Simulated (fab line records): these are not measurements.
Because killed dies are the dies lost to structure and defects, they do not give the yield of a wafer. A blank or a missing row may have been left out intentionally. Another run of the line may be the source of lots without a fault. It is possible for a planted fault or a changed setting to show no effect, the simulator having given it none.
fab line records + flow nand-harc + part 2 of 2: steps 26 to 32 of 32
record:
- lots: 5
- wafers: 15
- last-day: 24
route steps=1159 shown P_M1@300 P_M2@318
lots with no fault: from the same line, run without faults
start-h: hours from the record's first day to the start of the lot's first wafer shown + wait-h: hours from the lot's prior step to this one + " unchanged from the row above + L1.1+2: a single row standing in for several wafers + - no value, or no start given + * or withheld: withheld + < > ~ a bound
route shown NAME@n: NAME is a module with steps in the file, n the number in the route of the first one + usual: mean and standard deviation over wafers with no fault + same: alike in all rows + chamber/n: place in a boat + sites: per-site readings + _std_site: the values' standard deviation + _edge_site: mean of outer sites minus mean of inner sites + radius-mm: for every site, how far away it sits from the centre of the wafer + mask NAME#n: copy n + behind: the tool/chamber that last shaped the wafer + hold: why the lot was held/for how many hours/how that ended + device: names the non-switching transistor (n, p or np) + end of line: the route-end tests of the same wafers + a step with no rows: only its recipe + killed: the dies lost at the first sort to structure and to defects; this is not the yield of the wafer + map: a wafer's dies, marking killed ones x, the rest . and places with no die _
set.NAME: the run value of the setting; set.NAME@STEP: its run value at that earlier step + model.NAME: the simulator's own value behind a step, which no gauge read
lots at selected steps of the route; one table per step, one row per wafer
services: when a tool's chamber went out of use (start-h, in hours from the record's first day, below 0 if earlier), for how many hours, and the reason
== steps ==
step: NHARC_P_M2_PEB_07
recipe:
- peb-temp-c: 100
- peb-time-s: 65
usual:
- resist-line-temp-C: 22.99/0.096
| lot.wafer | tool           | chamber | start-h | wait-h | resist-line-temp-C |
|-----------|----------------|---------|---------|--------|--------------------|
| L077.1    | litho-track-06 | 0       | 141.45  | 0.1    | 23.07              |
| L077.5    | "              | 0       | "       | "      | 23.13              |
| L077.6    | "              | 0       | "       | "      | 23.02              |
| L080.4    | litho-track-04 | 0       | 161.18  | 0.0    | 23.00              |
| L080.5    | "              | 0       | "       | "      | 23.06              |
| L080.6    | "              | 0       | "       | "      | 23.20              |
| L092.1    | litho-track-04 | 0       | 234.88  | 0.1    | 22.95              |
| L092.2    | "              | 0       | "       | "      | 22.98              |
| L092.3    | "              | 0       | "       | "      | 23.11              |
| L094.4    | litho-track-06 | 0       | 235.53  | 0.0    | 22.86              |
| L094.5    | "              | 0       | "       | "      | 23.04              |
| L094.6    | "              | 0       | "       | "      | 23.04              |
| L095.1    | litho-track-01 | 0       | 249.49  | 0.1    | 23.16              |
| L095.3    | "              | 0       | "       | "      | 23.20              |
| L095.5    | "              | 0       | "       | "      | 22.98              |
step: NHARC_P_M2_DEVELOP_08
recipe:
- develop-time-s: 35
- dev-temp-c: 23
usual:
- resist-line-temp-C: 23.03/0.093
same:
- develop-time-s: 35
| lot.wafer | tool           | chamber | start-h | wait-h | resist-line-temp-C |
|-----------|----------------|---------|---------|--------|--------------------|
| L077.1    | litho-track-06 | 0       | -       | -      | 23.05              |
| L077.5    | "              | 0       | "       | "      | 23.06              |
| L077.6    | "              | 0       | "       | "      | 23.02              |
| L080.4    | litho-track-04 | 0       | -       | -      | 23.15              |
| L080.5    | "              | 0       | "       | "      | 23.04              |
| L080.6    | "              | 0       | "       | "      | 22.94              |
| L092.1    | litho-track-04 | 0       | -       | -      | 22.97              |
| L092.2    | "              | 0       | "       | "      | 23.18              |
| L092.3    | "              | 0       | "       | "      | 23.13              |
| L094.4    | litho-track-06 | 0       | -       | -      | 23.04              |
| L094.5    | "              | 0       | "       | "      | 22.77              |
| L094.6    | "              | 0       | "       | "      | 22.82              |
| L095.1    | litho-track-01 | 0       | -       | -      | 22.98              |
| L095.3    | "              | 0       | "       | "      | 22.96              |
| L095.5    | "              | 0       | "       | "      | 22.89              |
step: NHARC_P_M2_CD_MEAS_09
recipe:
- target-cd-nm: 170
- landing-energy-ev: 500
usual:
- cd-nm: 169.9/0.59
| lot.wafer | tool      | chamber | start-h | wait-h | cd-nm |
|-----------|-----------|---------|---------|--------|-------|
| L077.1    | cd-sem-02 | 0       | 141.53  | -      | 170.0 |
| L077.5    | "         | 0       | "       | "      | 169.8 |
| L077.6    | "         | 0       | "       | "      | 169.5 |
| L080.4    | cd-sem-03 | 0       | 161.27  | -      | 170.0 |
| L080.5    | "         | 0       | "       | "      | 169.2 |
| L080.6    | "         | 0       | "       | "      | 170.4 |
| L092.1    | cd-sem-01 | 0       | 234.96  | -      | 168.6 |
| L092.2    | "         | 0       | "       | "      | 169.1 |
| L092.3    | "         | 0       | "       | "      | 169.8 |
| L094.4    | cd-sem-02 | 0       | 235.62  | -      | 170.7 |
| L094.5    | "         | 0       | "       | "      | 170.2 |
| L094.6    | "         | 0       | "       | "      | 169.7 |
| L095.1    | cd-sem-02 | 0       | 249.57  | -      | 170.2 |
| L095.3    | "         | 0       | "       | "      | 169.7 |
| L095.5    | "         | 0       | "       | "      | 170.6 |
step: NHARC_P_M2_OVL_MEAS_10
recipe:
- pitch-nm: 340
usual:
- overlay-x-nm: 0.0/0.87
- overlay-y-nm: 0.0/1
| lot.wafer | tool       | chamber | start-h | wait-h | overlay-x-nm | overlay-y-nm |
|-----------|------------|---------|---------|--------|--------------|--------------|
| L077.1    | overlay-02 | -       | 141.62  | -      | 1.3          | -1.7         |
| L077.5    | "          | -       | "       | "      | 1.1          | -1.5         |
| L077.6    | "          | -       | "       | "      | 0.8          | -1.4         |
| L080.4    | overlay-02 | -       | 161.36  | -      | 0.5          | -0.9         |
| L080.5    | "          | -       | "       | "      | 1.3          | -0.7         |
| L080.6    | "          | -       | "       | "      | 1.1          | -0.6         |
| L092.1    | overlay-02 | -       | 235.05  | -      | 0.2          | 0.6          |
| L092.2    | "          | -       | "       | "      | -0.3         | 0.3          |
| L092.3    | "          | -       | "       | "      | 0.0          | 1.0          |
| L094.4    | overlay-01 | -       | 235.70  | -      | -1.5         | 0.4          |
| L094.5    | "          | -       | "       | "      | -1.2         | -0.2         |
| L094.6    | "          | -       | "       | "      | -1.4         | 0.2          |
| L095.1    | overlay-01 | -       | 249.66  | -      | 0.1          | -0.4         |
| L095.3    | "          | -       | "       | "      | 0.0          | -0.1         |
| L095.5    | "          | -       | "       | "      | 0.2          | 0.1          |
step: NHARC_P_M2_INSPECT_11
usual:
- raw-defect-count: 4.3/2.9
| lot.wafer | tool              | chamber | start-h | wait-h | raw-defect-count |
|-----------|-------------------|---------|---------|--------|------------------|
| L077.1    | defect-inspect-01 | -       | 141.65  | 0.0    | 2                |
| L077.5    | "                 | -       | "       | "      | 6                |
| L077.6    | "                 | -       | "       | "      | 3                |
| L080.4    | defect-inspect-01 | -       | 161.40  | 0.0    | 7                |
| L080.5    | "                 | -       | "       | "      | 7                |
| L080.6    | "                 | -       | "       | "      | 3                |
| L092.1    | defect-inspect-02 | -       | 235.09  | 0.0    | 4                |
| L092.2    | "                 | -       | "       | "      | 2                |
| L092.3    | "                 | -       | "       | "      | 1                |
| L094.4    | defect-inspect-01 | -       | 235.74  | 0.0    | 6                |
| L094.5    | "                 | -       | "       | "      | 3                |
| L094.6    | "                 | -       | "       | "      | 2                |
| L095.1    | defect-inspect-01 | -       | 249.70  | 0.0    | 3                |
| L095.3    | "                 | -       | "       | "      | 2                |
| L095.5    | "                 | -       | "       | "      | 4                |
step: NHARC_P_M2_DESCUM_14
recipe:
- time-s: 3
- o2-flow-sccm: 200
- ar-flow-sccm: 0
- bias-power-w: 0
- chemistry: O2
usual:
- chamber-pressure-mTorr: 60.00/0.058
- drypump-motor-current-A: 5.8/0.31
- o2-flow-sccm: 200.0/0.6
- oes-product-au: 1.001/0.013
- rf-vpp-V: 57.9/0.94
- showerhead-plenum-p-Torr: 1.90/0.1
- throttle-valve-pct: 11.311/0.0074
| lot.wafer | tool        | chamber | start-h | wait-h | chamber-pressure-mTorr | drypump-motor-current-A | o2-flow-sccm | oes-product-au | rf-hours-counter-h | rf-vpp-V | showerhead-plenum-p-Torr | throttle-valve-pct |
|-----------|-------------|---------|---------|--------|------------------------|-------------------------|--------------|----------------|--------------------|----------|--------------------------|--------------------|
| L077.1    | rie-diel-13 | 1       | 141.72  | 0.1    | 60.01                  | 5.9                     | 200.4        | 0.998          | 5                  | 58.7     | 2.02                     | 11.315             |
| L077.5    | "           | 1       | "       | "      | 60.08                  | 5.9                     | 200.4        | 0.999          | -                  | 60.0     | 2.02                     | 11.302             |
| L077.6    | "           | 2       | "       | "      | 59.90                  | 5.8                     | 199.7        | 0.996          | -                  | 58.9     | 1.78                     | 11.294             |
| L080.4    | rie-diel-10 | 3       | 161.47  | 0.1    | 60.10                  | 5.6                     | 200.1        | 1.021          | 5                  | 58.9     | 2.01                     | 11.311             |
| L080.5    | "           | 2       | "       | "      | 60.03                  | 5.7                     | 199.7        | 0.999          | -                  | 57.6     | 1.87                     | 11.319             |
| L080.6    | "           | 3       | "       | "      | 59.92                  | 5.6                     | 200.1        | 1.013          | -                  | 59.1     | 2.01                     | 11.307             |
| L092.2    | rie-diel-10 | 1       | 235.15  | 0.1    | 60.07                  | 6.2                     | 200.1        | 0.992          | 1                  | 58.6     | 2.03                     | 11.314             |
| L092.3    | "           | 3       | "       | "      | 59.91                  | 5.6                     | 199.8        | 1.008          | 2                  | 58.2     | 2.01                     | 11.313             |
| L092.1    | "           | 0       | "       | "      | 60.00                  | 6.0                     | 200.6        | 1.015          | 2                  | 57.5     | 1.79                     | 11.315             |
| L094.4    | rie-diel-10 | 1       | 235.79  | 0.1    | 59.98                  | 6.2                     | 200.6        | 0.984          | 1                  | 56.5     | 2.03                     | 11.304             |
| L094.6    | "           | 1       | "       | "      | 60.05                  | 6.2                     | 200.3        | 0.984          | -                  | 58.3     | 2.03                     | 11.308             |
| L094.5    | "           | 2       | "       | "      | 60.02                  | 5.7                     | 200.6        | 0.985          | -                  | 56.8     | 1.86                     | 11.302             |
| L095.3    | rie-diel-10 | 2       | 249.77  | 0.1    | 60.00                  | 5.6                     | 198.9        | 0.976          | 2                  | 59.1     | 1.86                     | 11.304             |
| L095.1    | "           | 3       | "       | "      | 59.99                  | 5.6                     | 199.1        | 0.992          | 2                  | 59.2     | 2.01                     | 11.325             |
| L095.5    | "           | 3       | "       | "      | 59.94                  | 5.5                     | 199.2        | 0.995          | -                  | 57.1     | 2.01                     | 11.305             |
step: NHARC_P_M2_ETCH_35
recipe:
- target-depth-a: 400
- overetch-a: 120
- time-s: 43.94
- ion-energy-ev: 200
- n2-flow-sccm: 150
- h2-flow-sccm: 150
- ar-flow-sccm: 0
- rf-w: 400
- bias-w: 150
- chemistry: N2/H2
usual:
- chamber-pressure-mTorr: 29.999/0.027
- drypump-motor-current-A: 5.8/0.32
- h2-flow-sccm: 150.0/0.42
- oes-product-au: 1.004/0.014
- rf-vpp-V: 430/3.2
- showerhead-plenum-p-Torr: 2.03/0.11
- throttle-valve-pct: 14.171/0.0093
| lot.wafer | tool        | chamber | start-h | wait-h | chamber-pressure-mTorr | drypump-motor-current-A | h2-flow-sccm | oes-product-au | rf-hours-counter-h | rf-vpp-V | showerhead-plenum-p-Torr | throttle-valve-pct |
|-----------|-------------|---------|---------|--------|------------------------|-------------------------|--------------|----------------|--------------------|----------|--------------------------|--------------------|
| L077.1    | rie-diel-13 | 2       | 141.81  | 0.1    | 30.013                 | 5.8                     | 149.8        | 1.004          | 7                  | 427      | 1.90                     | 14.178             |
| L077.6    | "           | 1       | "       | "      | 30.004                 | 5.9                     | 150.4        | 1.004          | -                  | 434      | 2.15                     | 14.161             |
| L077.5    | "           | 2       | "       | "      | 30.008                 | 5.8                     | 149.1        | 0.993          | -                  | 427      | 1.90                     | 14.164             |
| L080.4    | rie-diel-10 | 3       | 161.54  | 0.1    | 29.992                 | 5.6                     | 150.3        | 1.015          | 5                  | 433      | 2.14                     | 14.184             |
| L080.5    | "           | 3       | "       | "      | 29.989                 | 5.6                     | 150.3        | 1.013          | -                  | 434      | 2.14                     | 14.182             |
| L080.6    | "           | 0       | "       | "      | 29.955                 | 6.0                     | 150.2        | 1.017          | -                  | 426      | 1.91                     | 14.184             |
| L092.2    | rie-diel-10 | 1       | 235.23  | 0.1    | 30.021                 | 6.2                     | 149.3        | 0.994          | 1                  | 434      | 2.17                     | 14.164             |
| L092.3    | "           | 2       | "       | "      | 30.047                 | 5.7                     | 150.0        | 0.981          | 2                  | 430      | 1.99                     | 14.161             |
| L092.1    | "           | 3       | "       | "      | 29.976                 | 5.6                     | 149.6        | 0.996          | 2                  | 434      | 2.14                     | 14.167             |
| L094.4    | rie-diel-10 | 3       | 235.89  | 0.1    | 30.024                 | 5.6                     | 149.6        | 1.001          | 2                  | 435      | 2.14                     | 14.174             |
| L094.6    | "           | 1       | "       | "      | 29.989                 | 6.2                     | 149.5        | 0.984          | -                  | 433      | 2.17                     | 14.185             |
| L094.5    | "           | 2       | "       | "      | 29.981                 | 5.7                     | 150.2        | 0.980          | -                  | 428      | 1.99                     | 14.166             |
| L095.3    | rie-diel-10 | 1       | 249.85  | 0.1    | 29.992                 | 6.2                     | 149.7        | 1.001          | 1                  | 435      | 2.17                     | 14.151             |
| L095.1    | "           | 0       | "       | "      | 29.989                 | 6.0                     | 150.6        | 1.009          | 3                  | 428      | 1.91                     | 14.183             |
| L095.5    | "           | 1       | "       | "      | 29.980                 | 6.2                     | 149.7        | 0.991          | -                  | 434      | 2.17                     | 14.175             |
== services ==
| tool           | chamber | start-h | hours | kind   |
|----------------|---------|---------|-------|--------|
| litho-track-06 | -       | 117.00  | 7.0   | pm     |
| cmp-04         | -       | 117.32  | 1.1   | repair |
| cmp-04         | -       | 119.38  | 1.1   | repair |
| litho-track-04 | -       | 141.00  | 7.0   | pm     |
| rie-diel-02    | -       | 150.70  | 9.0   | pm     |
| pecvd-02       | -       | 153.25  | 13.0  | pm     |
| pvd-sputter-01 | -       | 158.00  | 10.0  | pm     |
| rie-diel-05    | -       | 163.60  | 9.0   | pm     |
| pvd-sputter-03 | -       | 163.77  | 10.0  | repair |
| pecvd-02       | -       | 175.74  | 1.7   | repair |
| rie-diel-10    | -       | 176.52  | 9.0   | pm     |
| ecd-cu-02      | -       | 180.26  | 8.0   | pm     |
| pvd-sputter-03 | -       | 185.66  | 2.2   | repair |
| pvd-sputter-03 | -       | 188.43  | 18.0  | repair |
| rie-diel-02    | 2       | 193.43  | 27.5  | repair |
| pecvd-04       | -       | 195.25  | 13.0  | pm     |
| rie-diel-02    | 0       | 196.45  | 85.4  | repair |
| rie-diel-10    | 1       | 197.07  | 26.2  | repair |
| rie-diel-12    | -       | 202.41  | 9.0   | pm     |
| rie-diel-12    | 1       | 217.54  | 5.7   | repair |
| wet-bench-08   | -       | 230.40  | 8.0   | pm     |
| pecvd-01       | -       | 237.24  | 13.0  | pm     |
| wet-bench-10   | -       | 247.20  | 8.0   | pm     |
| pvd-sputter-03 | -       | 248.93  | 0.8   | repair |
